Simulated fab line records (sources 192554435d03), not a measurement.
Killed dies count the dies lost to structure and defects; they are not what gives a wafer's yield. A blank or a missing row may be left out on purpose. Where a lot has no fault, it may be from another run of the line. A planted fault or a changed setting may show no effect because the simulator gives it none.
fab line records ; flow n5_finfet ; part 1 of 2: steps 1 to 13 of 25
record: lots: 5; wafers: 15; last_day: 17
route steps=1938 shown BEOL_M3@971
lots with no fault: from the same line, run without faults
start_h: start of the lot's first displayed wafer, in hours after the record's first day ; wait_h: hours from the lot's prior step to this one ; " as in the row above ; L1.1+2: one row covering several wafers at once ; - no value, or no start was given ; * or withheld: withheld ; < > ~ a bound
route shown NAME@n: NAME is a module with steps in the file, n the number in the route of the first one ; usual: mean/standard deviation of fault-free wafers ; same: alike in all rows ; chamber/n: place in a boat ; sites: readings site by site ; _std_site: how widely they spread, as a standard deviation ; _edge_site: the outer-site mean with the inner-site mean subtracted ; radius_mm: for every site, how far away it sits from the centre of the wafer ; mask NAME#n: copy n ; behind: the last tool/chamber to shape the wafer ; hold: cause of the lot's hold/its duration in hours/its outcome ; device: whichever transistor did not switch (one of n, p or np) ; end of line: the same wafers' tests at the end of the route ; a step given without rows: its recipe and nothing more ; killed: not the wafer's yield, but the dies lost to structure and defects at the first sort ; map: the dies of a wafer, with x for killed, . for not killed, _ for no die there
set.NAME: setting as actually run; set.NAME@STEP: the setting as run at that earlier step ; model.NAME: the simulator's own value behind a step, which no gauge read
a table for each step, a row for each wafer; lots at some steps of the route
services: from which hour (start_h, from the record's first day; less than 0 if before it) a tool's chamber was out of use, for how many hours, and why
== steps ==
step: N5_BEOL_M3_ETCH_69
recipe: chemistry: CF4; target: SiARC; target_depth_a: 156; mask_material: CAR-EUV; time_s: 26; ion_energy_ev: 80; pressure_mtorr: 40; source_w: 545; bias_w: 36; Ar_flow_sccm: 100; cf4_flow_sccm: 100; ends: cleared
usual: bias_w: 36.00/0.12; chamber_pressure_mTorr: 40.00/0.033; drypump_motor_current_A: 5.6/0.5; etch_rf_on_time_s: 26.2/0.39; oes_product_au: 0.67/0.069; rf_vpp_V: 184.1/1.1; showerhead_plenum_p_Torr: 2.15/0.065; throttle_valve_pct: 15.65/0.23
lot.wafer;tool;chamber;start_h;wait_h;bias_w;chamber_pressure_mTorr;drypump_motor_current_A;etch_rf_on_time_s;oes_product_au;rf_hours_counter_h;rf_vpp_V;showerhead_plenum_p_Torr;throttle_valve_pct
L080.2;rie_diel-06;0;186.76;0.0;35.99;40.01;5.5;25.9;0.64;152;182.2;2.06;15.81
L080.5;rie_diel-06;0;186.76;0.0;35.99;39.98;5.5;25.8;0.65;-;184.9;2.06;15.82
L080.6;rie_diel-06;3;186.76;0.0;35.81;39.95;6.8;25.6;0.76;-;183.5;2.18;15.37
L083.3;rie_diel-05;2;195.40;0.0;35.91;39.93;6.0;26.4;0.58;243;183.0;2.11;15.96
L083.4;rie_diel-05;0;195.40;0.0;35.98;39.97;5.3;25.7;0.65;-;184.8;2.14;15.43
L083.5;rie_diel-05;2;195.40;0.0;36.02;39.99;6.0;26.4;0.58;-;183.3;2.11;15.95
L087.1;rie_diel-03;0;223.12;0.0;35.80;40.01;5.3;26.3;0.59;206;186.0;2.20;15.65
L087.2;rie_diel-03;1;223.12;0.0;36.00;40.03;5.1;26.9;0.59;217;186.6;2.21;15.70
L087.4;rie_diel-03;2;223.12;0.0;35.98;40.00;4.8;26.3;0.79;-;183.4;2.11;15.08
L092.2;rie_diel-06;2;255.78;0.0;36.20;39.94;5.7;26.6;0.62;164;182.5;2.06;16.01
L092.4;rie_diel-06;0;255.78;0.0;36.14;40.01;5.5;26.4;0.63;174;183.7;2.05;15.87
L092.5;rie_diel-06;0;255.78;0.0;35.96;39.99;5.5;26.1;0.63;-;183.5;2.05;15.85
L094.4;rie_diel-06;0;261.27;0.0;35.97;39.96;5.4;25.8;0.63;176;183.8;2.05;15.87
L094.5;rie_diel-06;1;261.27;0.0;35.96;40.01;5.3;26.0;0.70;-;184.7;2.17;15.69
L094.6;rie_diel-06;2;261.27;0.0;36.02;39.98;5.7;26.6;0.62;-;185.0;2.06;16.03
step: N5_BEOL_M3_ALD_98
recipe: material: SiO2; target_thk_a: 25; temp_c: 100; ald_precursor_family: BDEAS; ald_co_reactant: O2-plasma; pulse_time_s: 1; co_reactant_pulse_time_s: 1; purge_time_s: 2; co_reactant_purge_time_s: 2; ald_cycles: 17; pressure_torr: 2
usual: heater_power_outer_w: 41/5.2; heater_power_w: 78/7.6; precursor_pulse_height_rel: 1.000/0.018
lot.wafer;tool;chamber;start_h;wait_h;heater_power_outer_w;heater_power_w;precursor_pulse_height_rel
L080.2;ald_sin-04;2;187.49;0.7;39;80;0.995
L080.5;ald_sin-04;1;187.49;0.7;43;75;1.011
L080.6;ald_sin-04;2;187.49;0.7;39;79;1.024
L083.3;ald_sin-04;3;195.74;0.3;34;64;1.020
L083.4;ald_sin-04;2;195.74;0.3;40;79;1.027
L083.5;ald_sin-04;3;195.74;0.3;34;66;0.989
L087.1;ald_sin-04;2;223.21;0.1;40;78;0.979
L087.2;ald_sin-04;1;223.21;0.1;42;77;1.008
L087.4;ald_sin-04;3;223.21;0.1;34;66;0.991
L092.2;ald_sin-03;0;255.95;0.1;42;80;0.984
L092.4;ald_sin-03;2;255.95;0.1;36;69;1.027
L092.5;ald_sin-03;1;255.95;0.1;36;68;1.009
L094.4;ald_sin-04;3;261.36;0.1;34;65;0.979
L094.5;ald_sin-04;2;261.36;0.1;39;79;0.996
L094.6;ald_sin-04;3;261.36;0.1;34;67;0.994
step: N5_BEOL_M3_ETCHBACK_99
recipe: chemistry: CHF3; target: SiO2; target_depth_a: 50; time_s: 10.4; source_w: 215; bias_w: 47; Ar_flow_sccm: 200; CHF3_flow_sccm: 12; ion_energy_ev: 100; pressure_mtorr: 30
usual: bias_w: 47.04/0.13; chamber_pressure_mTorr: 29.999/0.028; drypump_motor_current_A: 5.5/0.5; oes_product_au: 0.78/0.086; rf_vpp_V: 240.8/2.9; showerhead_plenum_p_Torr: 2.17/0.067; throttle_valve_pct: 17.10/0.21
same: time_s: 10.4
lot.wafer;tool;chamber;start_h;wait_h;bias_w;chamber_pressure_mTorr;drypump_motor_current_A;oes_product_au;rf_hours_counter_h;rf_vpp_V;showerhead_plenum_p_Torr;throttle_valve_pct
L080.2;rie_diel-06;0;190.67;3.1;47.11;30.021;5.5;0.76;153;238.1;2.07;17.32
L080.5;rie_diel-06;2;190.67;3.1;46.85;29.993;5.7;0.75;-;242.6;2.07;17.40
L080.6;rie_diel-06;3;190.67;3.1;46.98;30.011;6.7;0.89;-;242.3;2.20;16.89
L083.3;rie_diel-05;0;200.80;5.0;47.04;30.021;5.3;0.76;163;238.7;2.16;16.94
L083.4;rie_diel-05;2;200.80;5.0;47.27;30.007;6.0;0.69;-;241.2;2.12;17.41
L083.5;rie_diel-05;0;200.80;5.0;47.14;30.036;5.3;0.76;-;237.0;2.16;16.94
L087.1;rie_diel-05;0;230.95;7.7;47.22;30.032;5.3;0.74;174;236.4;2.16;16.95
L087.2;rie_diel-05;1;230.95;7.7;47.08;29.986;5.6;0.94;8;244.1;2.29;17.06
L087.4;rie_diel-05;0;230.95;7.7;47.35;30.006;5.3;0.75;-;238.2;2.16;16.95
L092.2;rie_diel-05;2;259.60;3.6;46.96;29.934;6.0;0.94;9;239.5;2.11;16.98
L092.4;rie_diel-05;0;259.60;3.6;47.09;30.000;5.3;0.74;185;238.3;2.15;16.97
L092.5;rie_diel-05;2;259.60;3.6;47.11;29.996;6.0;0.95;-;240.7;2.11;16.99
L094.4;rie_diel-05;3;267.52;6.1;46.89;30.015;5.4;0.73;198;241.2;2.23;17.13
L094.5;rie_diel-05;3;267.52;6.1;46.88;30.040;5.4;0.72;-;240.3;2.23;17.13
L094.6;rie_diel-05;0;267.52;6.1;47.26;30.016;5.3;0.74;-;237.4;2.15;16.99
step: N5_BEOL_M3_ETCH_70
recipe: chemistry: N2/H2; target: SOC; target_depth_a: 800; overetch_a: 160; mask_material: SiARC; temp_c: 40; time_s: 120; ion_energy_ev: 200; pressure_mtorr: 30; source_w: 840; bias_w: 150; n2_flow_sccm: 200; h2_flow_sccm: 200
usual: bias_w: 150.0/0.47; chamber_pressure_mTorr: 29.998/0.03; drypump_motor_current_A: 5.5/0.5; h2_flow_sccm: 199.9/0.6; oes_product_au: 0.60/0.061; rf_vpp_V: 524.3/2.2; showerhead_plenum_p_Torr: 2.56/0.082; throttle_valve_pct: 17.80/0.27
same: time_s: 120
lot.wafer;tool;chamber;start_h;wait_h;bias_w;chamber_pressure_mTorr;drypump_motor_current_A;h2_flow_sccm;oes_product_au;rf_hours_counter_h;rf_vpp_V;showerhead_plenum_p_Torr;throttle_valve_pct
L080.2;rie_diel-06;0;190.71;0.0;149.6;29.993;5.5;199.4;0.58;153;521.2;2.43;17.98
L080.5;rie_diel-06;2;190.71;0.0;149.1;30.029;5.7;200.7;0.57;-;521.7;2.45;18.26
L080.6;rie_diel-06;3;190.71;0.0;149.0;30.001;6.7;200.3;0.66;-;525.2;2.59;17.50
L083.3;rie_diel-05;0;200.84;0.0;150.0;30.020;5.3;199.7;0.59;163;522.9;2.54;17.51
L083.4;rie_diel-05;2;200.84;0.0;149.5;30.011;6.0;199.8;0.53;-;524.1;2.50;18.25
L083.5;rie_diel-05;0;200.84;0.0;150.0;30.036;5.3;199.3;0.58;-;522.5;2.54;17.49
L087.1;rie_diel-05;0;230.99;0.0;149.5;29.986;5.3;200.2;0.57;174;522.7;2.53;17.51
L087.2;rie_diel-05;1;230.99;0.0;149.7;29.992;5.6;200.0;0.71;8;528.2;2.71;17.81
L087.4;rie_diel-05;0;230.99;0.0;149.7;29.984;5.3;200.4;0.57;-;524.1;2.53;17.52
L092.2;rie_diel-05;2;259.63;0.0;149.7;30.006;6.0;199.0;0.73;9;522.9;2.49;17.85
L092.4;rie_diel-05;0;259.63;0.0;150.4;29.939;5.3;199.8;0.58;185;523.4;2.53;17.55
L092.5;rie_diel-05;2;259.63;0.0;150.6;29.971;6.0;200.4;0.73;-;521.4;2.49;17.86
L094.4;rie_diel-05;3;267.55;0.0;149.3;30.007;5.4;199.7;0.55;198;527.8;2.63;17.75
L094.5;rie_diel-05;3;267.55;0.0;149.8;29.996;5.4;198.6;0.56;-;526.1;2.63;17.77
L094.6;rie_diel-05;0;267.55;0.0;150.0;30.010;5.3;199.9;0.56;-;523.1;2.53;17.55
step: N5_BEOL_M3_STRIP_71
recipe: chemistry: N2/H2; temp_c: 40; n2_flow_sccm: 200; h2_flow_sccm: 200; rf_frequency_hz: 6e+07
lot.wafer;tool;chamber;start_h;wait_h
L080.2+5+6;rie_diel-06;0,2,3;190.79;0.0
L083.3+4+5;rie_diel-05;0,2,0;200.92;0.0
L087.1+2+4;rie_diel-05;0,1,0;231.07;0.0
L092.2+4+5;rie_diel-05;2,0,2;259.71;0.0
L094.4+5+6;rie_diel-05;3,3,0;267.63;0.0
step: N5_BEOL_M3_STRIP_78
recipe: chemistry: N2/H2; temp_c: 40; n2_flow_sccm: 200; h2_flow_sccm: 200; rf_frequency_hz: 6e+07
lot.wafer;tool;chamber;start_h;wait_h
L080.2+5+6;rie_diel-06;0,2,3;190.80;0.0
L083.3+4+5;rie_diel-05;0,2,0;200.93;0.0
L087.1+2+4;rie_diel-05;0,1,0;231.08;0.0
L092.2+4+5;rie_diel-05;2,0,2;259.72;0.0
L094.4+5+6;rie_diel-05;3,3,0;267.64;0.0
step: N5_BEOL_M3_VIA_ETCH_34
recipe: chemistry: C4F6/O2; target_depth_a: 694; mask_material: SOC; pressure_mtorr: 15; ion_energy_ev: 250; taper_deg: 4; time_s: 65.9; source_w: 350; bias_w: 170; Ar_flow_sccm: 300; C4F6_flow_sccm: 10; O2_flow_sccm: 10
usual: C4F6_flow_sccm: 10.002/0.027; bias_w: 170.0/0.55; chamber_pressure_mTorr: 14.997/0.014; drypump_motor_current_A: 5.5/0.5; oes_product_au: 0.78/0.086; rf_vpp_V: 665/7.5; showerhead_plenum_p_Torr: 2.86/0.086; throttle_valve_pct: 30.80/0.23
same: time_s: 65.9
lot.wafer;tool;chamber;start_h;wait_h;C4F6_flow_sccm;bias_w;chamber_pressure_mTorr;drypump_motor_current_A;oes_product_au;rf_hours_counter_h;rf_vpp_V;showerhead_plenum_p_Torr;throttle_valve_pct
L080.2;rie_diel-06;0;190.81;0.0;10.025;170.4;14.992;5.5;0.76;153;655;2.74;31.08
L080.5;rie_diel-06;2;190.81;0.0;10.002;169.9;14.999;5.7;0.74;-;669;2.74;31.21
L080.6;rie_diel-06;3;190.81;0.0;10.042;169.6;15.001;6.8;0.88;-;674;2.91;30.61
L083.3;rie_diel-05;0;200.94;0.0;10.003;170.3;14.995;5.3;0.75;163;656;2.85;30.62
L083.4;rie_diel-05;2;200.94;0.0;9.968;169.9;15.007;6.0;0.68;-;666;2.80;31.12
L083.5;rie_diel-05;0;200.94;0.0;10.040;169.3;14.996;5.3;0.75;-;656;2.85;30.61
L087.1;rie_diel-05;0;231.09;0.0;9.998;170.1;15.009;5.3;0.76;174;655;2.85;30.61
L087.2;rie_diel-05;1;231.09;0.0;9.975;170.1;15.013;5.6;0.94;8;676;3.02;30.86
L087.4;rie_diel-05;0;231.09;0.0;10.028;170.2;15.016;5.3;0.75;-;657;2.85;30.60
L092.2;rie_diel-05;2;259.73;0.0;9.991;170.0;15.000;6.0;0.95;9;664;2.79;30.97
L092.4;rie_diel-05;0;259.73;0.0;9.974;169.7;15.003;5.3;0.74;185;655;2.84;30.63
L092.5;rie_diel-05;2;259.73;0.0;10.009;170.1;15.008;6.0;0.95;-;663;2.79;30.95
L094.4;rie_diel-05;3;267.65;0.0;10.040;169.7;14.984;5.4;0.72;198;665;2.94;30.67
L094.5;rie_diel-05;3;267.65;0.0;9.972;170.1;14.977;5.4;0.72;-;663;2.94;30.68
L094.6;rie_diel-05;0;267.65;0.0;10.054;169.5;15.002;5.3;0.75;-;656;2.84;30.61
step: N5_BEOL_M3_STRIP_83
recipe: chemistry: C4F6/O2; resist: SiARC; rf_frequency_hz: 6e+07
lot.wafer;tool;chamber;start_h;wait_h
L080.2+5+6;rie_diel-06;0,2,3;190.86;0.0
L083.3+4+5;rie_diel-05;0,2,0;200.99;0.0
L087.1+2+4;rie_diel-05;0,1,0;231.14;0.0
L092.2+4+5;rie_diel-05;2,0,2;259.79;0.0
L094.4+5+6;rie_diel-05;3,3,0;267.70;0.0
step: N5_BEOL_M3_STRIP_36
recipe: chemistry: N2/H2; power_w: 450; temp_c: 40; pressure_mtorr: 20; rf_frequency_hz: 6e+07; overash_fraction: 0.3; bias_power_w: 7; h2_frac: 0.5; n2_flow_sccm: 200; h2_flow_sccm: 200
usual: chamber_pressure_mTorr: 20.00/0.032; drypump_motor_current_A: 5.5/0.5; h2_flow_sccm: 200.1/0.59; oes_product_au: 0.79/0.085; rf_vpp_V: 59.3/1.4; showerhead_plenum_p_Torr: 2.55/0.082; throttle_valve_pct: 23.6/0.35
lot.wafer;tool;chamber;start_h;wait_h;chamber_pressure_mTorr;drypump_motor_current_A;h2_flow_sccm;oes_product_au;rf_hours_counter_h;rf_vpp_V;showerhead_plenum_p_Torr;throttle_valve_pct
L080.2;rie_diel-06;0;190.87;0.0;19.98;5.5;199.7;0.76;153;59.0;2.42;23.8
L080.5;rie_diel-06;2;190.87;0.0;19.93;5.7;199.6;0.74;-;61.9;2.45;24.2
L080.6;rie_diel-06;3;190.87;0.0;20.00;6.8;200.0;0.89;-;57.5;2.58;23.2
L083.3;rie_diel-05;0;201.00;0.0;20.05;5.3;199.9;0.75;164;61.7;2.53;23.2
L083.4;rie_diel-05;2;201.00;0.0;20.01;6.0;200.6;0.69;-;58.3;2.49;24.2
L083.5;rie_diel-05;0;201.00;0.0;20.00;5.3;200.8;0.77;-;58.0;2.53;23.2
L087.1;rie_diel-05;0;231.15;0.0;20.04;5.3;199.4;0.76;174;60.4;2.53;23.2
L087.2;rie_diel-05;1;231.15;0.0;20.03;5.6;200.2;0.93;8;58.5;2.70;23.7
L087.4;rie_diel-05;0;231.15;0.0;20.01;5.3;199.8;0.77;-;60.3;2.53;23.1
L092.2;rie_diel-05;2;259.80;0.0;20.01;6.0;199.6;0.96;9;57.9;2.49;23.9
L092.4;rie_diel-05;0;259.80;0.0;20.04;5.3;199.8;0.75;185;58.5;2.52;23.2
L092.5;rie_diel-05;2;259.80;0.0;19.97;6.0;200.0;0.96;-;59.6;2.49;23.9
L094.4;rie_diel-05;3;267.71;0.0;19.98;5.4;199.2;0.73;198;60.9;2.63;23.4
L094.5;rie_diel-05;3;267.71;0.0;20.03;5.4;198.8;0.73;-;57.9;2.63;23.5
L094.6;rie_diel-05;0;267.71;0.0;20.03;5.3;200.5;0.75;-;58.2;2.52;23.2
step: N5_BEOL_M3_TRENCH_ETCH_37
recipe: chemistry: C4F6/O2; target_depth_a: 555.55; target: SiOC; time_s: 29.2; ion_energy_ev: 250; pressure_mtorr: 30; source_w: 355; bias_w: 185; Ar_flow_sccm: 300; C4F6_flow_sccm: 10; O2_flow_sccm: 10
usual: C4F6_flow_sccm: 9.999/0.029; bias_w: 185.0/0.54; chamber_pressure_mTorr: 29.999/0.026; drypump_motor_current_A: 5.5/0.5; oes_product_au: 0.78/0.085; rf_vpp_V: 665/7.4; showerhead_plenum_p_Torr: 2.87/0.086; throttle_valve_pct: 20.89/0.21
same: time_s: 29.2
lot.wafer;tool;chamber;start_h;wait_h;C4F6_flow_sccm;bias_w;chamber_pressure_mTorr;drypump_motor_current_A;oes_product_au;rf_hours_counter_h;rf_vpp_V;showerhead_plenum_p_Torr;throttle_valve_pct
L080.2;rie_diel-06;0;-;-;10.019;184.4;29.939;5.5;0.75;153;655;2.74;21.11
L080.5;rie_diel-06;2;-;-;9.950;184.7;30.056;5.7;0.74;-;669;2.74;21.23
L080.6;rie_diel-06;3;-;-;10.004;184.7;29.995;6.7;0.88;-;670;2.91;20.70
L083.3;rie_diel-05;0;-;-;9.988;185.5;29.987;5.3;0.76;164;658;2.86;20.71
L083.4;rie_diel-05;2;-;-;10.036;184.5;30.009;6.0;0.68;-;664;2.80;21.17
L083.5;rie_diel-05;0;-;-;10.001;184.4;30.030;5.3;0.76;-;657;2.86;20.71
L087.1;rie_diel-05;0;-;-;10.048;185.6;29.966;5.3;0.75;174;656;2.85;20.72
L087.2;rie_diel-05;1;-;-;10.003;185.5;30.034;5.6;0.94;8;676;3.03;20.89
L087.4;rie_diel-05;0;-;-;10.020;185.0;29.996;5.3;0.75;-;659;2.85;20.71
L092.2;rie_diel-05;2;-;-;10.013;185.6;29.978;6.0;0.96;9;664;2.80;20.85
L092.4;rie_diel-05;0;-;-;10.016;185.0;29.971;5.3;0.75;185;656;2.85;20.74
L092.5;rie_diel-05;2;-;-;10.028;184.7;30.003;6.0;0.96;-;664;2.80;20.84
L094.4;rie_diel-05;3;-;-;9.983;184.5;29.994;5.4;0.72;198;665;2.95;20.88
L094.5;rie_diel-05;3;-;-;10.011;184.6;29.940;5.4;0.73;-;664;2.95;20.87
L094.6;rie_diel-05;0;-;-;9.991;185.0;30.013;5.3;0.74;-;658;2.84;20.73
step: N5_BEOL_M3_ETCH_41
recipe: chemistry: CH3F/O2; target: SiCN; target_depth_a: 299; taper_deg: 2; time_s: 52.5; ion_energy_ev: 120; mask_material: TiN; pressure_mtorr: 30; source_w: 395; bias_w: 75; Ar_flow_sccm: 150; CH3F_flow_sccm: 30; O2_flow_sccm: 20
usual: bias_w: 74.99/0.24; chamber_pressure_mTorr: 30.005/0.027; drypump_motor_current_A: 5.5/0.5; oes_product_au: 0.78/0.085; rf_vpp_V: 297.5/1.5; showerhead_plenum_p_Torr: 2.01/0.063; throttle_valve_pct: 16.34/0.21
same: time_s: 52.5
lot.wafer;tool;chamber;start_h;wait_h;bias_w;chamber_pressure_mTorr;drypump_motor_current_A;oes_product_au;rf_hours_counter_h;rf_vpp_V;showerhead_plenum_p_Torr;throttle_valve_pct
L080.2;rie_diel-06;0;-;-;74.69;30.056;5.4;0.76;153;296.1;1.92;16.54
L080.5;rie_diel-06;2;-;-;74.75;30.010;5.7;0.75;-;295.6;1.92;16.65
L080.6;rie_diel-06;3;-;-;74.69;30.008;6.7;0.88;-;298.7;2.05;16.11
L083.3;rie_diel-05;0;-;-;74.74;30.015;5.3;0.76;164;296.4;2.00;16.17
L083.4;rie_diel-05;2;-;-;75.03;30.015;6.0;0.69;-;297.1;1.97;16.64
L083.5;rie_diel-05;0;-;-;74.47;29.993;5.3;0.76;-;297.2;2.00;16.17
L087.1;rie_diel-05;0;-;-;74.79;30.018;5.3;0.75;174;299.2;2.00;16.18
L087.2;rie_diel-05;1;-;-;74.85;29.998;5.6;0.93;8;298.7;2.13;16.30
L087.4;rie_diel-05;0;-;-;74.47;30.011;5.3;0.75;-;296.4;2.00;16.18
L092.2;rie_diel-05;2;-;-;75.00;29.979;6.0;0.94;9;298.2;1.96;16.20
L092.4;rie_diel-05;0;-;-;75.08;30.000;5.3;0.73;185;297.9;2.00;16.22
L092.5;rie_diel-05;2;-;-;75.11;30.018;6.0;0.96;-;295.0;1.96;16.21
L094.4;rie_diel-05;3;-;-;75.27;30.055;5.4;0.73;198;297.7;2.07;16.35
L094.5;rie_diel-05;3;-;-;75.08;29.952;5.4;0.73;-;299.2;2.07;16.38
L094.6;rie_diel-05;0;-;-;75.07;30.002;5.3;0.75;-;296.8;2.00;16.22
step: N5_BEOL_M3_STRIP_97
recipe: chemistry: N2/H2; time_s: 10; power_w: 450; temp_c: 40; pressure_mtorr: 20; rf_frequency_hz: 6e+07; bias_power_w: 7; n2_flow_sccm: 200; h2_flow_sccm: 200
usual: chamber_pressure_mTorr: 19.999/0.017; drypump_motor_current_A: 5.5/0.49; h2_flow_sccm: 200.1/0.56; oes_product_au: 0.79/0.085; rf_vpp_V: 59.2/0.84; showerhead_plenum_p_Torr: 2.55/0.082; throttle_valve_pct: 23.6/0.35
same: time_s: 10
lot.wafer;tool;chamber;start_h;wait_h;chamber_pressure_mTorr;drypump_motor_current_A;h2_flow_sccm;oes_product_au;rf_hours_counter_h;rf_vpp_V;showerhead_plenum_p_Torr;throttle_valve_pct
L080.2;rie_diel-06;0;-;-;19.998;5.5;199.3;0.76;153;59.6;2.43;23.8
L080.5;rie_diel-06;2;-;-;19.976;5.7;200.3;0.74;-;58.3;2.45;24.2
L080.6;rie_diel-06;3;-;-;19.955;6.7;199.4;0.89;-;57.4;2.58;23.2
L083.3;rie_diel-05;0;-;-;19.967;5.3;199.6;0.76;164;58.3;2.53;23.1
L083.4;rie_diel-05;2;-;-;19.997;6.0;199.5;0.68;-;59.5;2.49;24.2
L083.5;rie_diel-05;0;-;-;20.003;5.3;199.6;0.76;-;58.8;2.53;23.2
L087.1;rie_diel-05;0;-;-;19.985;5.3;200.6;0.76;174;59.6;2.53;23.2
L087.2;rie_diel-05;1;-;-;19.979;5.6;199.5;0.94;8;57.9;2.70;23.7
L087.4;rie_diel-05;0;-;-;19.974;5.3;200.4;0.75;-;58.6;2.53;23.2
L092.2;rie_diel-05;2;-;-;19.973;6.0;200.9;0.96;9;59.0;2.49;23.9
L092.4;rie_diel-05;0;-;-;20.008;5.3;199.9;0.75;185;59.0;2.52;23.2
L092.5;rie_diel-05;2;-;-;19.998;6.0;201.5;0.96;-;57.9;2.49;23.9
L094.4;rie_diel-05;3;-;-;20.020;5.4;200.3;0.72;198;59.2;2.63;23.4
L094.5;rie_diel-05;3;-;-;19.980;5.4;200.0;0.73;-;59.3;2.63;23.4
L094.6;rie_diel-05;0;-;-;20.001;5.3;200.6;0.74;-;60.2;2.52;23.2
step: N5_BEOL_M3_OCD_MEAS_38
usual: trench_depth_nm: 55.3/0.94
lot.wafer;tool;chamber;start_h;wait_h;trench_depth_nm
L080.2;ocd-01;-;191.07;-;55.9
L080.5;ocd-01;-;191.07;-;55.1
L080.6;ocd-01;-;191.07;-;56.5
L083.3;ocd-01;-;201.19;-;55.2
L083.4;ocd-01;-;201.19;-;54.6
L083.5;ocd-01;-;201.19;-;54.9
L087.1;ocd-01;-;231.34;-;55.1
L087.2;ocd-01;-;231.34;-;56.8
L087.4;ocd-01;-;231.34;-;55.8
L092.2;ocd-02;-;259.99;-;56.9
L092.4;ocd-02;-;259.99;-;56.1
L092.5;ocd-02;-;259.99;-;56.4
L094.4;ocd-01;-;267.91;-;55.1
L094.5;ocd-01;-;267.91;-;55.5
L094.6;ocd-01;-;267.91;-;54.9
